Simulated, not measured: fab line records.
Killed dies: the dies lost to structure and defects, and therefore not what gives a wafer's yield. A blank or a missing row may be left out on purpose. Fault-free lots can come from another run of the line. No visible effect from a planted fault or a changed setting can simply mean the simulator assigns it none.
Split-lot experiment || flow n5Finfet || route with 1938 steps; 7 lots, 39 wafers read

## THE SPLIT
At N5_DUMMY_GATE_ETCH_32 (etches SiO2 in CF4, target depth 3.5 nm, time 3.9 s), the setting timeS was moved away from the recipe's 3.9 s on 12 of the 39 wafers read, by -22.0% to +17.1%. For the rest of the wafers, this setting stayed at what the recipe calls for.

Reading taken at the split's own step.

## THE READING
etch.depthNm (the simulator's own value, which no gauge read), in nm, at N5_DUMMY_GATE_ETCH_32 (etches SiO2 in CF4, target depth 3.5 nm, time 3.9 s). The file gives no usual value for it. The 27 wafers here that ran the recipe average 3.490 nm, standard deviation 0.028 nm.

{"wafer": "L074.1", "tool, chamber at the split": "rieSi-01, 1", "timeS as run, s": 3.9, "against the recipe": "recipe", "etch.depthNm, nm": 3.481, "against lot-mates on the recipe": "-"}
{"wafer": "L074.2", "tool, chamber at the split": "rieSi-01, 3", "timeS as run, s": 3.9, "against the recipe": "recipe", "etch.depthNm, nm": 3.488, "against lot-mates on the recipe": "-"}
{"wafer": "L074.3", "tool, chamber at the split": "rieSi-01, 2", "timeS as run, s": 3.9, "against the recipe": "recipe", "etch.depthNm, nm": 3.47, "against lot-mates on the recipe": "-"}
{"wafer": "L074.4", "tool, chamber at the split": "rieSi-01, 2", "timeS as run, s": 3.9, "against the recipe": "recipe", "etch.depthNm, nm": 3.452, "against lot-mates on the recipe": "-"}
{"wafer": "L074.5", "tool, chamber at the split": "rieSi-01, 3", "timeS as run, s": 3.9, "against the recipe": "recipe", "etch.depthNm, nm": 3.46, "against lot-mates on the recipe": "-"}
{"wafer": "L074.6", "tool, chamber at the split": "rieSi-01, 1", "timeS as run, s": 3.9, "against the recipe": "recipe", "etch.depthNm, nm": 3.461, "against lot-mates on the recipe": "-"}
{"wafer": "L075.1", "tool, chamber at the split": "rieSi-04, 0", "timeS as run, s": 3.9, "against the recipe": "recipe", "etch.depthNm, nm": 3.496, "against lot-mates on the recipe": "-"}
{"wafer": "L075.2", "tool, chamber at the split": "rieSi-04, 3", "timeS as run, s": 3.9, "against the recipe": "recipe", "etch.depthNm, nm": 3.483, "against lot-mates on the recipe": "-"}
{"wafer": "L075.3", "tool, chamber at the split": "rieSi-04, 2", "timeS as run, s": 3.9, "against the recipe": "recipe", "etch.depthNm, nm": 3.493, "against lot-mates on the recipe": "-"}
{"wafer": "L075.4", "tool, chamber at the split": "rieSi-04, 1", "timeS as run, s": 3.9, "against the recipe": "recipe", "etch.depthNm, nm": 3.533, "against lot-mates on the recipe": "-"}
{"wafer": "L075.5", "tool, chamber at the split": "rieSi-04, 2", "timeS as run, s": 3.9, "against the recipe": "recipe", "etch.depthNm, nm": 3.507, "against lot-mates on the recipe": "-"}
{"wafer": "L075.6", "tool, chamber at the split": "rieSi-04, 1", "timeS as run, s": 3.9, "against the recipe": "recipe", "etch.depthNm, nm": 3.546, "against lot-mates on the recipe": "-"}
{"wafer": "L083.1", "tool, chamber at the split": "rieSi-03, 0", "timeS as run, s": 3.569, "against the recipe": "-8.5%", "etch.depthNm, nm": 3.175, "against lot-mates on the recipe": -0.320}
{"wafer": "L083.2", "tool, chamber at the split": "rieSi-03, 3", "timeS as run, s": 3.9, "against the recipe": "recipe", "etch.depthNm, nm": 3.48, "against lot-mates on the recipe": "-"}
{"wafer": "L083.3", "tool, chamber at the split": "rieSi-03, 1", "timeS as run, s": 3.569, "against the recipe": "-8.5%", "etch.depthNm, nm": 3.23, "against lot-mates on the recipe": -0.265}
{"wafer": "L083.4", "tool, chamber at the split": "rieSi-03, 0", "timeS as run, s": 3.9, "against the recipe": "recipe", "etch.depthNm, nm": 3.52, "against lot-mates on the recipe": "-"}
{"wafer": "L083.5", "tool, chamber at the split": "rieSi-03, 3", "timeS as run, s": 3.9, "against the recipe": "recipe", "etch.depthNm, nm": 3.486, "against lot-mates on the recipe": "-"}
{"wafer": "L083.6", "tool, chamber at the split": "rieSi-03, 1", "timeS as run, s": 3.569, "against the recipe": "-8.5%", "etch.depthNm, nm": 3.252, "against lot-mates on the recipe": -0.243}
{"wafer": "L086.1", "tool, chamber at the split": "rieSi-04, 1", "timeS as run, s": 3.9, "against the recipe": "recipe", "etch.depthNm, nm": 3.524, "against lot-mates on the recipe": "-"}
{"wafer": "L086.2", "tool, chamber at the split": "rieSi-04, 2", "timeS as run, s": 3.9, "against the recipe": "recipe", "etch.depthNm, nm": 3.485, "against lot-mates on the recipe": "-"}
{"wafer": "L086.3", "tool, chamber at the split": "rieSi-04, 3", "timeS as run, s": 4.455, "against the recipe": "+14.2%", "etch.depthNm, nm": 3.95, "against lot-mates on the recipe": "+0.439"}
{"wafer": "L086.4", "tool, chamber at the split": "rieSi-04, 0", "timeS as run, s": 4.455, "against the recipe": "+14.2%", "etch.depthNm, nm": 3.994, "against lot-mates on the recipe": "+0.483"}
{"wafer": "L086.5", "tool, chamber at the split": "rieSi-04, 1", "timeS as run, s": 3.9, "against the recipe": "recipe", "etch.depthNm, nm": 3.523, "against lot-mates on the recipe": "-"}
{"wafer": "L086.6", "tool, chamber at the split": "rieSi-04, 0", "timeS as run, s": 4.455, "against the recipe": "+14.2%", "etch.depthNm, nm": 3.977, "against lot-mates on the recipe": "+0.466"}
{"wafer": "L087.1", "tool, chamber at the split": "rieSi-04, 1", "timeS as run, s": 4.565, "against the recipe": "+17.1%", "etch.depthNm, nm": 4.16, "against lot-mates on the recipe": "+0.666"}
{"wafer": "L087.2", "tool, chamber at the split": "rieSi-04, 3", "timeS as run, s": 3.9, "against the recipe": "recipe", "etch.depthNm, nm": 3.491, "against lot-mates on the recipe": "-"}
{"wafer": "L087.3", "tool, chamber at the split": "rieSi-04, 0", "timeS as run, s": 4.565, "against the recipe": "+17.1%", "etch.depthNm, nm": 4.108, "against lot-mates on the recipe": "+0.614"}
{"wafer": "L087.4", "tool, chamber at the split": "rieSi-04, 2", "timeS as run, s": 3.9, "against the recipe": "recipe", "etch.depthNm, nm": 3.527, "against lot-mates on the recipe": "-"}
{"wafer": "L087.5", "tool, chamber at the split": "rieSi-04, 2", "timeS as run, s": 4.565, "against the recipe": "+17.1%", "etch.depthNm, nm": 4.103, "against lot-mates on the recipe": "+0.609"}
{"wafer": "L087.6", "tool, chamber at the split": "rieSi-04, 3", "timeS as run, s": 3.9, "against the recipe": "recipe", "etch.depthNm, nm": 3.465, "against lot-mates on the recipe": "-"}
{"wafer": "L091.1", "tool, chamber at the split": "rieSi-03, 2", "timeS as run, s": 3.9, "against the recipe": "recipe", "etch.depthNm, nm": 3.428, "against lot-mates on the recipe": "-"}
{"wafer": "L091.3", "tool, chamber at the split": "rieSi-03, 3", "timeS as run, s": 3.9, "against the recipe": "recipe", "etch.depthNm, nm": 3.488, "against lot-mates on the recipe": "-"}
{"wafer": "L091.4", "tool, chamber at the split": "rieSi-03, 3", "timeS as run, s": 3.9, "against the recipe": "recipe", "etch.depthNm, nm": 3.494, "against lot-mates on the recipe": "-"}
{"wafer": "L095.1", "tool, chamber at the split": "rieSi-01, 2", "timeS as run, s": 3.9, "against the recipe": "recipe", "etch.depthNm, nm": 3.448, "against lot-mates on the recipe": "-"}
{"wafer": "L095.2", "tool, chamber at the split": "rieSi-01, 0", "timeS as run, s": 3.041, "against the recipe": "-22.0%", "etch.depthNm, nm": 2.73, "against lot-mates on the recipe": -0.750}
{"wafer": "L095.3", "tool, chamber at the split": "rieSi-01, 3", "timeS as run, s": 3.9, "against the recipe": "recipe", "etch.depthNm, nm": 3.513, "against lot-mates on the recipe": "-"}
{"wafer": "L095.4", "tool, chamber at the split": "rieSi-01, 1", "timeS as run, s": 3.9, "against the recipe": "recipe", "etch.depthNm, nm": 3.478, "against lot-mates on the recipe": "-"}
{"wafer": "L095.5", "tool, chamber at the split": "rieSi-01, 0", "timeS as run, s": 3.041, "against the recipe": "-22.0%", "etch.depthNm, nm": 2.732, "against lot-mates on the recipe": -0.748}
{"wafer": "L095.6", "tool, chamber at the split": "rieSi-01, 3", "timeS as run, s": 3.041, "against the recipe": "-22.0%", "etch.depthNm, nm": 2.711, "against lot-mates on the recipe": -0.769}

THE FIT
A straight line over all 39 wafers: etch.depthNm changes by +0.0351 nm for each +1% of timeS; r = +1.00; the points scatter about the line by 0.03 nm.
The same after taking each lot's own level away (the mean of its wafers on the recipe; 39 wafers): +0.0346 nm for each +1%; r = +1.00; scatter 0.027 nm.
The reading moves by 0.76 nm for the largest change in timeS, on that fit.
Measured against the standard deviation above, the lots' own levels, which go from 3.4687 to 3.5107 nm, span 1.5 times it.
Hence the lot-to-lot level has little effect on the slope; both slopes agree.
Check: with one of the wafers moved furthest among these (-22.0%) left out of the fit, the line predicts -0.76 nm for it against its lot-mates. Against them it came out at -0.75 nm.

## ADDITIONAL SPLITS CARRIED BY THESE WAFERS
Before the reading, these wafers also passed through other splits. Each is held against what the fit with the lots' levels taken away leaves over:
{"other split on the same wafers": "N5_WELL_APT_IMPLANT_14 energyKev", "wafers away from the commonest value": 12, "r with etch.depthNm (lot level and that fit taken away)": -0.12}

## FILE'S OWN FIT
etch.depthNm changes by +0.0346 nm for each +1% of timeS, r = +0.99.
